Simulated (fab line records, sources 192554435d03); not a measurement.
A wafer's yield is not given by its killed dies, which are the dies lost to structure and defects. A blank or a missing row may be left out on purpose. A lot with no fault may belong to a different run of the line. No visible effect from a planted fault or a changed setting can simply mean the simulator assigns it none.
Which of the tools did it? ; flow n5_finfet ; 21 lots with 63 wafers sampled at 6 steps, on a route of 1938 steps

## WHAT THE GAUGES SHOWED, per wafer
N5_BEOL_M7_CD_MEAS_35: target cd 40 nm. Usual: 39.9 nm for cd_nm, sd 0.62.
lot;measured;on;cd_nm (nm);flag
L074;day 8 21:07;cd_sem-02;39.9 39.4 39.9;
L076;day 9 12:07;cd_sem-02;39.7 39.9 40.6;
L075;day 9 18:06;cd_sem-01;40.1 40.2 39.8;
L077;day 10 10:38;cd_sem-01;40.0 39.0 40.4;
L078;day 10 18:10;cd_sem-02;39.7 40.0 39.7;
L079;day 10 23:40;cd_sem-03;39.9 39.7 40.3;
L080;day 11 00:04;cd_sem-02;39.9 40.5 39.3;
L081;day 11 19:32;cd_sem-02;39.9 40.4 39.9;
L083;day 11 19:44;cd_sem-02;40.4 39.8 39.6;
L085;day 12 07:41;cd_sem-01;39.5 39.6 40.7;
L086;day 12 21:31;cd_sem-01;39.8 39.7 40.9;
L087;day 13 02:35;cd_sem-02;39.8 39.2 39.4;
L088;day 13 14:45;cd_sem-02;40.1 39.5 39.6;
L089;day 13 22:53;cd_sem-02;39.5 40.1 39.9;
L091;day 14 02:52;cd_sem-02;39.4 38.8 37.6;
L090;day 14 03:00;cd_sem-03;40.1 40.2 40.2;
L093;day 14 03:12;cd_sem-02;39.9 39.4 40.7;
L092;day 14 06:49;cd_sem-01;38.9 41.2 40.6;
L096;day 14 07:19;cd_sem-02;40.0 40.0 39.7;
L094;day 14 09:35;cd_sem-01;38.3 40.1 39.5;
L095;day 15 01:10;cd_sem-02;39.7 39.3 40.5;

N5_BEOL_M8_CD_MEAS_35: target cd 40 nm. Usual: 40.3 nm for cd_nm, sd 0.61.
lot;measured;on;cd_nm (nm);flag
L074;day 9 04:45;cd_sem-02;40.2 40.1 39.5;
L076;day 9 21:13;cd_sem-03;41.0 40.1 40.2;
L075;day 10 02:48;cd_sem-01;39.6 39.7 39.9;
L077;day 10 18:18;cd_sem-03;40.1 40.8 40.3;
L078;day 11 04:00;cd_sem-03;40.7 40.5 40.2;
L079;day 11 07:25;cd_sem-01;40.7 40.5 41.2;
L080;day 11 07:02;cd_sem-02;40.0 39.5 39.5;
L081;day 12 02:54;cd_sem-03;40.5 40.3 40.8;
L083;day 12 03:24;cd_sem-02;40.1 39.9 40.4;
L085;day 12 18:28;cd_sem-01;39.7 40.5 39.2;
L086;day 13 08:50;cd_sem-01;40.3 41.2 40.5;
L087;day 13 12:46;cd_sem-02;39.3 39.9 39.2;
L088;day 13 22:52;cd_sem-01;40.6 40.2 40.4;
L089;day 14 07:02;cd_sem-01;40.5 41.0 41.4;
L091;day 14 09:27;cd_sem-03;40.2 40.0 39.5;
L090;day 14 09:38;cd_sem-02;40.7 40.5 39.5;
L093;day 14 09:41;cd_sem-02;41.0 40.2 41.7;
L092;day 14 16:28;cd_sem-01;39.1 40.3 40.1;
L096;day 14 15:52;cd_sem-01;40.9 40.3 40.4;
L094;day 14 16:13;cd_sem-03;39.7 39.9 40.0;
L095;day 15 10:29;cd_sem-02;40.9 39.9 39.8;

## EACH LOT AND THE TOOL THAT RAN IT (in order: tool; ch and the chambers of the sampled wafers; start)
lot;N5_BEOL_M8_ETCH_62;N5_BEOL_M8_STRIP_67;N5_BEOL_M8_STRIP_36;N5_BEOL_M8_TRENCH_ETCH_37
L074;rie_diel-02 ch 0,1, day 9 02:04;rie_diel-02 ch 0,1, day 9 02:12;rie_diel-02 ch 1,2,3, day 9 04:23;rie_diel-02 ch 1,2,3, day 9 04:45 or earlier
L076;rie_diel-02 ch 0,2,3, day 9 18:47;rie_diel-02 ch 0,2,3, day 9 18:56;rie_diel-01 ch 0,2, day 9 20:52;rie_diel-01 ch 0,2, day 9 21:13 or earlier
L075;rie_diel-02 ch 0,1,2, day 9 22:28;rie_diel-02 ch 0,1,2, day 9 22:37;rie_diel-01 ch 0,1,2, day 10 02:27;rie_diel-01 ch 0,1,2, day 10 02:48 or earlier
L077;rie_diel-01 ch 1,2,3, day 10 15:53;rie_diel-01 ch 1,2,3, day 10 16:02;rie_diel-06 ch 0,1,2, day 10 17:51;rie_diel-06 ch 0,1,2, day 10 18:18 or earlier
L078;rie_diel-02 ch 1,2,3, day 11 01:36;rie_diel-02 ch 1,2,3, day 11 01:45;rie_diel-02 ch 0,1,2, day 11 03:39;rie_diel-02 ch 0,1,2, day 11 04:00 or earlier
L079;rie_diel-06 ch 2,3, day 11 04:59;rie_diel-06 ch 2,3, day 11 05:08;rie_diel-01 ch 2,3, day 11 07:03;rie_diel-01 ch 2,3, day 11 07:25 or earlier
L080;rie_diel-01 ch 1,2, day 11 05:15;rie_diel-01 ch 1,2, day 11 05:24;rie_diel-02 ch 0,1,3, day 11 06:41;rie_diel-02 ch 0,1,3, day 11 07:02 or earlier
L081;rie_diel-01 ch 0,3, day 12 01:29;rie_diel-01 ch 0,3, day 12 01:38;rie_diel-06 ch 1,2,3, day 12 02:32;rie_diel-06 ch 1,2,3, day 12 02:54 or earlier
L083;rie_diel-02 ch 0,1,3, day 12 01:41;rie_diel-02 ch 0,1,3, day 12 01:50;rie_diel-02 ch 0,1, day 12 03:02;rie_diel-02 ch 0,1, day 12 03:24 or earlier
L085;rie_diel-02 ch 1,2, day 12 14:28;rie_diel-02 ch 1,2, day 12 14:37;rie_diel-01 ch 0,1,2, day 12 18:07;rie_diel-01 ch 0,1,2, day 12 18:28 or earlier
L086;rie_diel-06 ch 0,2,3, day 13 02:59;rie_diel-06 ch 0,2,3, day 13 03:07;rie_diel-01 ch 0,1, day 13 08:29;rie_diel-01 ch 0,1, day 13 08:50 or earlier
L087;rie_diel-01 ch 1,2,3, day 13 09:52;rie_diel-01 ch 1,2,3, day 13 10:01;rie_diel-02 ch 0,1, day 13 12:25;rie_diel-02 ch 0,1, day 13 12:46 or earlier
L088;rie_diel-01 ch 0,1,3, day 13 21:13;rie_diel-01 ch 0,1,3, day 13 21:22;rie_diel-01 ch 2,3, day 13 22:31;rie_diel-01 ch 2,3, day 13 22:52 or earlier
L089;rie_diel-02 ch 2,3, day 14 03:59;rie_diel-02 ch 2,3, day 14 04:08;rie_diel-06 ch 0,1,2, day 14 06:41;rie_diel-06 ch 0,1,2, day 14 07:02 or earlier
L091;rie_diel-01 ch 1,2, day 14 07:44;rie_diel-01 ch 1,2, day 14 07:53;rie_diel-06 ch 0,2, day 14 09:06;rie_diel-06 ch 0,2, day 14 09:27 or earlier
L090;rie_diel-02 ch 0,2,3, day 14 08:01;rie_diel-02 ch 0,2,3, day 14 08:10;rie_diel-02 ch 0,3, day 14 09:17;rie_diel-02 ch 0,3, day 14 09:38 or earlier
L093;rie_diel-06 ch 1,2,3, day 14 08:08;rie_diel-06 ch 1,2,3, day 14 08:17;rie_diel-01 ch 0,2, day 14 09:19;rie_diel-01 ch 0,2, day 14 09:41 or earlier
L092;rie_diel-02 ch 1,2,3, day 14 13:16;rie_diel-02 ch 1,2,3, day 14 13:25;rie_diel-06 ch 0,2, day 14 16:06;rie_diel-06 ch 0,2, day 14 16:28 or earlier
L096;rie_diel-06 ch 0,3, day 14 13:21;rie_diel-06 ch 0,3, day 14 13:29;rie_diel-06 ch 0,2,3, day 14 15:30;rie_diel-06 ch 0,2,3, day 14 15:52 or earlier
L094;rie_diel-02 ch 1,2, day 14 14:07;rie_diel-02 ch 1,2, day 14 14:16;rie_diel-01 ch 1,3, day 14 15:50;rie_diel-01 ch 1,3, day 14 16:13 or earlier
L095;rie_diel-01 ch 1,2, day 15 07:39;rie_diel-01 ch 1,2, day 15 07:48;rie_diel-06 ch 0,2,3, day 15 10:07;rie_diel-06 ch 0,2,3, day 15 10:29 or earlier
- N5_BEOL_M8_ETCH_62: etches SOC in N2/H2, target depth 110 nm, overetch 22 nm, time 165 s.
- N5_BEOL_M8_STRIP_67: strips in CF4.
- N5_BEOL_M8_STRIP_36: strips in N2/H2.
- N5_BEOL_M8_TRENCH_ETCH_37: etches SiCOH lowk in C4F6/O2, target depth 93.478 nm, time 31.2 s.

## AS READ BY THE TOOLS THEMSELVES (means over the sampled wafers that have a number; for cases with no such wafer, the mark the record gives instead)
N5_BEOL_M8_ETCH_62. Usual: drypump_motor_current_A is 5.4 A with standard deviation 0.37, h2_flow_sccm is 200.0 sccm with standard deviation 0.63, n2_flow_sccm is 200.0 sccm with standard deviation 0.58, oes_product_au is 0.66 a.u. with standard deviation 0.08, rf_vpp_V is 524.9 V with standard deviation 2.1, showerhead_plenum_p_Torr is 2.58 Torr with standard deviation 0.066, and throttle_valve_pct is 17.86 % with standard deviation 0.25.
lot;tool;drypump_motor_current_A (A);h2_flow_sccm (sccm);n2_flow_sccm (sccm);oes_product_au (a.u.);rf_vpp_V (V);showerhead_plenum_p_Torr (Torr);throttle_valve_pct (%);flag
L074;rie_diel-02;5.5;199.7;200.3;0.65;526.3;2.66;18.08;
L076;rie_diel-02;5.5;199.9;200.4;0.65;526.7;2.61;17.88;
L075;rie_diel-02;5.5;199.9;199.6;0.65;526.7;2.64;17.99;
L077;rie_diel-01;5.4;200.2;200.6;0.62;523.1;2.53;17.86;
L078;rie_diel-02;5.6;200.0;199.9;0.60;525.5;2.59;18.01;
L079;rie_diel-06;5.2;200.2;200.4;0.66;524.9;2.57;17.72;
L080;rie_diel-01;5.2;200.1;199.5;0.61;523.3;2.53;17.90;
L081;rie_diel-01;5.3;200.2;199.7;0.67;522.6;2.54;17.69;
L083;rie_diel-02;5.6;200.3;200.3;0.64;526.0;2.62;18.01;
L085;rie_diel-02;5.6;200.3;199.8;0.67;526.3;2.61;17.99;
L086;rie_diel-06;5.3;199.4;199.5;0.65;524.6;2.57;17.95;
L087;rie_diel-01;5.4;200.4;199.8;0.68;522.8;2.52;17.75;
L088;rie_diel-01;5.6;200.6;200.5;0.74;524.2;2.55;17.57;
L089;rie_diel-02;5.5;199.9;199.6;0.74;525.4;2.57;17.67;
L091;rie_diel-01;5.7;200.5;199.8;0.63;523.1;2.54;17.92;
L090;rie_diel-02;5.5;199.8;200.0;0.70;525.4;2.60;17.81;
L093;rie_diel-06;5.4;199.7;200.3;0.64;524.2;2.55;17.75;
L092;rie_diel-02;5.7;199.6;199.9;0.65;525.1;2.58;17.91;
L096;rie_diel-06;5.3;200.8;200.3;0.65;525.1;2.58;18.13;
L094;rie_diel-02;5.6;199.8;200.1;0.65;525.6;2.61;18.01;
L095;rie_diel-01;5.7;198.7;200.4;0.62;523.7;2.53;17.94;

N5_BEOL_M8_STRIP_67. Usual: drypump_motor_current_A 5.4 A, standard deviation 0.37; oes_product_au 0.77 a.u., standard deviation 0.094; rf_vpp_V 271.7 V, standard deviation 1.2; showerhead_plenum_p_Torr 1.82 Torr, standard deviation 0.047; throttle_valve_pct 13.63 %, standard deviation 0.23.
lot;tool;drypump_motor_current_A (A);oes_product_au (a.u.);rf_vpp_V (V);showerhead_plenum_p_Torr (Torr);throttle_valve_pct (%);flag
L074;rie_diel-02;5.5;0.77;273.1;1.88;13.75;
L076;rie_diel-02;5.5;0.77;272.3;1.85;13.72;
L075;rie_diel-02;5.4;0.76;271.9;1.88;13.76;
L077;rie_diel-01;5.4;0.74;271.3;1.78;13.63;
L078;rie_diel-02;5.6;0.71;272.2;1.83;13.83;
L079;rie_diel-06;5.2;0.77;271.4;1.81;13.45;
L080;rie_diel-01;5.2;0.73;270.6;1.78;13.67;
L081;rie_diel-01;5.3;0.79;271.2;1.79;13.44;
L083;rie_diel-02;5.5;0.75;272.1;1.85;13.78;
L085;rie_diel-02;5.6;0.80;272.2;1.85;13.72;
L086;rie_diel-06;5.2;0.76;271.7;1.81;13.63;
L087;rie_diel-01;5.4;0.80;271.4;1.78;13.48;
L088;rie_diel-01;5.6;0.87;271.8;1.80;13.25;
L089;rie_diel-02;5.6;0.87;271.0;1.82;13.51;
L091;rie_diel-01;5.7;0.74;271.7;1.79;13.66;
L090;rie_diel-02;5.5;0.83;270.2;1.84;13.62;
L093;rie_diel-06;5.4;0.75;271.2;1.81;13.59;
L092;rie_diel-02;5.6;0.77;271.9;1.82;13.72;
L096;rie_diel-06;5.3;0.77;271.6;1.82;13.79;
L094;rie_diel-02;5.6;0.76;272.3;1.85;13.74;
L095;rie_diel-01;5.7;0.73;270.8;1.79;13.68;

N5_BEOL_M8_STRIP_36. Usual: drypump_motor_current_A is 5.4 A with standard deviation 0.4, h2_flow_sccm is 200.1 sccm with standard deviation 0.62, n2_flow_sccm is 199.9 sccm with standard deviation 0.62, oes_product_au is 0.78 a.u. with standard deviation 0.095, rf_vpp_V is 59.4 V with standard deviation 1.6, showerhead_plenum_p_Torr is 2.57 Torr with standard deviation 0.064, and throttle_valve_pct is 23.67 % with standard deviation 0.3.
lot;tool;drypump_motor_current_A (A);h2_flow_sccm (sccm);n2_flow_sccm (sccm);oes_product_au (a.u.);rf_vpp_V (V);showerhead_plenum_p_Torr (Torr);throttle_valve_pct (%);flag
L074;rie_diel-02;5.6;200.5;199.8;0.71;58.2;2.59;23.77;
L076;rie_diel-01;5.1;200.4;200.2;0.71;58.7;2.55;23.66;
L075;rie_diel-01;5.5;200.1;200.4;0.73;58.6;2.56;23.67;
L077;rie_diel-06;5.2;199.6;200.5;0.72;59.9;2.62;23.66;
L078;rie_diel-02;5.4;199.8;199.7;0.75;58.1;2.64;23.85;
L079;rie_diel-01;5.1;200.0;199.7;0.71;58.2;2.51;23.66;
L080;rie_diel-02;5.6;200.3;200.1;0.76;58.6;2.61;23.85;
L081;rie_diel-06;5.4;200.0;199.7;0.76;59.5;2.55;23.53;
L083;rie_diel-02;5.3;199.5;198.9;0.79;59.1;2.67;23.90;
L085;rie_diel-01;5.5;200.3;199.8;0.82;58.8;2.55;23.57;
L086;rie_diel-01;5.9;199.7;200.2;0.82;59.9;2.56;23.58;
L087;rie_diel-02;5.4;199.2;200.2;0.78;59.2;2.67;23.94;
L088;rie_diel-01;4.9;200.5;200.4;0.78;59.5;2.50;23.57;
L089;rie_diel-06;5.2;200.5;199.7;0.71;59.1;2.61;23.71;
L091;rie_diel-06;5.0;199.8;199.7;0.70;61.4;2.62;23.80;
L090;rie_diel-02;5.4;199.4;199.6;0.78;59.2;2.62;23.75;
L093;rie_diel-01;5.1;200.5;199.6;0.77;59.2;2.54;23.55;
L092;rie_diel-06;5.1;200.0;199.7;0.72;60.6;2.62;24.04;
L096;rie_diel-06;5.3;200.1;199.2;0.75;58.9;2.56;23.86;
L094;rie_diel-01;5.8;200.2;199.9;0.81;59.6;2.52;23.63;
L095;rie_diel-06;5.2;199.6;199.6;0.75;59.7;2.56;23.88;

N5_BEOL_M8_TRENCH_ETCH_37. Usual: C4F6_flow_sccm 9.998 sccm, standard deviation 0.029; drypump_motor_current_A 5.4 A, standard deviation 0.4; oes_product_au 0.78 a.u., standard deviation 0.093; rf_vpp_V 663 V, standard deviation 14; showerhead_plenum_p_Torr 2.88 Torr, standard deviation 0.067; throttle_valve_pct 20.93 %, standard deviation 0.21.
lot;tool;C4F6_flow_sccm (sccm);drypump_motor_current_A (A);oes_product_au (a.u.);rf_vpp_V (V);showerhead_plenum_p_Torr (Torr);throttle_valve_pct (%);flag
L074;rie_diel-02;10.008;5.6;0.72;669;2.90;21.05;
L076;rie_diel-01;9.974;5.1;0.70;664;2.87;21.01;
L075;rie_diel-01;10.004;5.5;0.72;654;2.87;20.93;
L077;rie_diel-06;9.980;5.3;0.74;679;2.95;20.97;
L078;rie_diel-02;10.018;5.4;0.75;669;2.95;21.03;
L079;rie_diel-01;9.969;5.1;0.70;672;2.82;20.99;
L080;rie_diel-02;9.997;5.6;0.75;665;2.92;21.02;
L081;rie_diel-06;10.016;5.4;0.76;668;2.89;20.92;
L083;rie_diel-02;10.001;5.3;0.80;665;2.97;20.97;
L085;rie_diel-01;9.994;5.5;0.81;652;2.87;20.82;
L086;rie_diel-01;10.012;6.0;0.82;644;2.87;20.75;
L087;rie_diel-02;9.996;5.4;0.78;665;2.97;20.98;
L088;rie_diel-01;10.001;4.9;0.77;673;2.82;20.94;
L089;rie_diel-06;9.999;5.2;0.71;678;2.94;21.00;
L091;rie_diel-06;9.995;5.0;0.71;675;2.95;21.02;
L090;rie_diel-02;10.014;5.4;0.78;660;2.93;20.97;
L093;rie_diel-01;10.010;5.1;0.76;663;2.86;20.93;
L092;rie_diel-06;10.031;5.1;0.71;677;2.95;21.14;
L096;rie_diel-06;9.947;5.2;0.76;666;2.89;21.07;
L094;rie_diel-01;10.003;5.8;0.81;652;2.83;20.77;
L095;rie_diel-06;10.007;5.3;0.75;665;2.89;21.08;

## THE ANSWER, worked out from the rows above alone
Rule: lot off if the mean of its wafers having a number is beyond 3 standard deviations from the usual mean. A lot without any number at a reading at which 4 lots or more have one is off too. Any other lot the step has rows for is counted as sound. After the gauges, taken in route order, come the tools' own readings; for these a lot's mean is taken, as printed above. At the first step where some lot is off, the reading lying furthest off is the one used; lots without a number count as furthest.
No lot is off at any reading shown: from this, nothing can be told.

## WHAT THE SIMULATOR HAD PUT IN
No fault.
